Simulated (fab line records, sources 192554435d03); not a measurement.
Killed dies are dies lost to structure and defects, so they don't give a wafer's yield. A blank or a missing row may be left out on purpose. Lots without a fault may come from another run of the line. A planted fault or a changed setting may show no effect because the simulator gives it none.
Chamber matching | flow n5_finfet | N5_BEOL_M8_CURE_74 on uv_cure-01: 3 sister chambers
The step cures SiCOH lowk, time 240 s. 16 wafers are shown with their chamber, then 8 later ones without.

WAFERS WITH THEIR CHAMBER
wafer  | chamber | wafer_temp_C_max | lamp_power_pct (%)
L074.1 | 2       | 386.1            | 52.21
L074.3 | 2       | 387.2            | 52.35
L074.6 | 2       | 387.2            | 52.37
L085.2 | 0       | 386.5            | 52.34
L085.3 | 0       | 387.2            | 52.39
L085.4 | 0       | 387.2            | 52.22
L087.1 | 2       | 387.1            | 52.20
L087.2 | 2       | 386.7            | 52.23
L087.5 | 2       | 387.0            | 52.28
L087.3 | 2       | 387.2            | 52.28
L087.4 | 2       | 386.5            | 52.30
L087.6 | 2       | 387.3            | 52.36
L090.3 | 0       | 386.7            | 52.42
L090.4 | 0       | 386.7            | 52.24
L090.5 | 0       | 386.2            | 52.39
L093.1 | 1       | 386.0            | 52.26

SIGNATURES (means of the wafers above)
reading          | chamber 0 | chamber 1 | chamber 2 | scatter within a chamber
wafer_temp_C_max | 386.750   | 386.000   | 386.922   | 0.401
lamp_power_pct   | 52.3333   | 52.2600   | 52.2867   | 0.0727
Rule: a wafer's distance from a chamber is the root of the sum, over the readings, of the square of ((its reading less the chamber's mean) divided by the reading's scatter). The wafer belongs to the nearest chamber; if the next one is less than 2 further off, it can't be placed. The scatter: the root of (the sum of the squares of (reading less its chamber's mean) over the shown wafers, divided by (wafers less chambers)).

WAFERS WITHOUT THEIR CHAMBER
wafer  | wafer_temp_C_max | lamp_power_pct (%)
L093.4 | 386.8            | 52.32
L093.6 | 386.9            | 52.28
L093.2 | 386.4            | 52.42
L093.3 | 386.5            | 52.30
L093.5 | 386.4            | 52.30
L094.1 | 386.8            | 52.29
L094.2 | 386.9            | 52.31
L094.5 | 386.9            | 52.22

WHICH CHAMBER EACH WENT THROUGH
wafer  | from the rows above          | in truth
L093.4 | can't be placed: 0 or 2 or 1 | 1
L093.6 | can't be placed: 2 or 0      | 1
L093.2 | can't be placed: 0 or 2 or 1 | 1
L093.3 | can't be placed: 0 or 2 or 1 | 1
L093.5 | can't be placed: 0 or 1 or 2 | 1
L094.1 | can't be placed: 2 or 0 or 1 | 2
L094.2 | can't be placed: 2 or 0      | 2
L094.5 | can't be placed: 2 or 0 or 1 | 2
Placed correctly: 0 of 8. Can't be placed from these rows: 8 (the true chamber is among the candidates in 7). Placed wrongly: 0.
